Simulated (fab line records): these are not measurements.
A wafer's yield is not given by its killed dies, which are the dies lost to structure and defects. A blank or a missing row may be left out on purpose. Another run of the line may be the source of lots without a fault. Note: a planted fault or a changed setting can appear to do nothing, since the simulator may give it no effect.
Struck lot and sound lot, side by side -- flow nand harc -- 15 out of 1159 route steps
Sound: wafers L619.3, L619.4, L619.6. Wafers L616.2, L616.4, L616.5 were the ones struck. The cause is given at the end.
Each step with rows lists, per side, the tool, then ch with its chambers, then its first start. Under that, the readings that differ: sound wafers -- struck wafers -- difference of the means -- sigmas: that difference in standard deviations of wafers without a fault.
alike: readings whose means differ by less than 2 such deviations, and words and numbers that are the same on both sides. not compared: withheld readings, readings that some wafer has no value for, bounds like >300 that may hide the same value, and numbers for which the record gives no deviation and whose values overlap.
The two part at a step that has a row with sigmas, a row that says differs or no value, or rows on one side only. Numbers that have no deviation but don't overlap get no sigmas and don't part them. A reading missing from all wafers of one side parts the sides only when that side holds two or more wafers.

first, 2 steps without rows for these wafers: NHARC_A_CONTACT_PEB_40 (peb time 65 s); NHARC_A_CONTACT_DEVELOP_41 (develop time 35 s).
NHARC_A_CONTACT_CD_MEAS_42: target cd 200 nm.
  sound on cd sem-03 ch 0, day 19 21:07; struck on cd sem-02 ch 0, day 19 06:58
  alike: cd nm
NHARC_A_CONTACT_OVL_MEAS_43:
  sound on overlay-02, day 19 21:12; struck on overlay-01, day 19 07:03
reading,sound,struck,difference,sigmas
overlay x nm (nm),-1.8 -1.9 -1.9,2.7 2.2 1.7,+4.1,+4
  alike: overlay y nm
NHARC_A_CONTACT_INSPECT_44:
  sound on defect inspect-02, day 19 21:14; struck on defect inspect-02, day 19 07:05
  alike: raw defect count
NHARC_A_CONTACT_DESCUM_47: chemistry O2, time 3 s.
  sound on rie diel-10 ch 0,2, day 19 21:22; struck on rie diel-10 ch 0,1,3, day 19 07:08
  alike: drypump motor current A, oes product au, rf vpp V, showerhead plenum p Torr, throttle valve pct
  not compared: rf hours counter h
then, 1 step without rows for these wafers: NHARC_A_CONTACT_ETCH_48 (etches the open film in CF4, target depth 39 nm, time 65 s).
NHARC_A_CONTACT_ETCH_49: etches the open film in N2/H2, target depth 260 nm, time 475.3 s.
  sound: rie diel-10 ch 0,2,3; struck: rie diel-10 ch 0,2,3
  alike: bias w, chamber pressure mTorr, drypump motor current A, n2 flow sccm, oes product au, rf vpp V, showerhead plenum p Torr, throttle valve pct
  not compared: rf hours counter h
NHARC_A_CONTACT_ETCH_50: etches the open film in CF4/CHF3, target depth 84.7 nm, time 42.4 s.
  sound: rie diel-10 ch 0,1; struck: rie diel-10 ch 1,2,3
  alike: bias w, cf4 flow sccm, drypump motor current A, oes product au, rf vpp V, showerhead plenum p Torr, throttle valve pct
  not compared: rf hours counter h
NHARC_A_CONTACT_ETCH_51: etches the open film in O2/COS, target depth 3600 nm, time 936 s.
  sound: rie diel-10 ch 0,1,2; struck: rie diel-10 ch 1,2,3
  alike: bias w, chamber pressure mTorr, drypump motor current A, oes product au, rf vpp V, showerhead plenum p Torr, throttle valve pct
  not compared: rf hours counter h
then, 2 steps without rows for these wafers: NHARC_A_CONTACT_ETCH_111 (etches the open film in C4F8/O2/Ar, time 140 s, target depth 700 nm); NHARC_A_CONTACT_ETCH_112 (etches the open film in C4F8/O2/Ar, time 94 s, target depth 922 nm).
NHARC_A_CONTACT_ETCH_113: etches the open film in C4F8/O2/Ar, time 94 s, target depth 922 nm.
  sound on har cap etch-02 ch 0,1, day 20 00:32; struck on har cap etch-02 ch 0,1, day 19 09:06
  no value came back on the struck wafers for chamber pressure mTorr (mTorr), oes air line au (a.u.); on the sound wafers chamber pressure mTorr (mTorr) reads 20.008 19.965 19.999
  not compared: rf hours counter h
NHARC_A_CONTACT_ETCH_114: etches the open film in C4F8/O2/Ar, time 94 s, target depth 922 nm.
  sound on har cap etch-02 ch 0,1, day 20 00:38; struck on har cap etch-02 ch 0,1, day 19 09:11
  alike: chamber pressure mTorr, oes air line au
  not compared: rf hours counter h
-- record jumps: 3 days between struck wafers' starts before vs after; left off in module A_CONTACT, resumes in module END, first step shown is number 1159 of the route --
NHARC_END_SORT_01:
  here the record holds rows for the struck wafers (prober-01 ch 0, day 22 05:15) but none for the sound ones

## WHERE THEY PART
Earliest at NHARC_A_CONTACT_OVL_MEAS_43; latest, in this record, at NHARC_END_SORT_01.

WHY: what the simulator had put in
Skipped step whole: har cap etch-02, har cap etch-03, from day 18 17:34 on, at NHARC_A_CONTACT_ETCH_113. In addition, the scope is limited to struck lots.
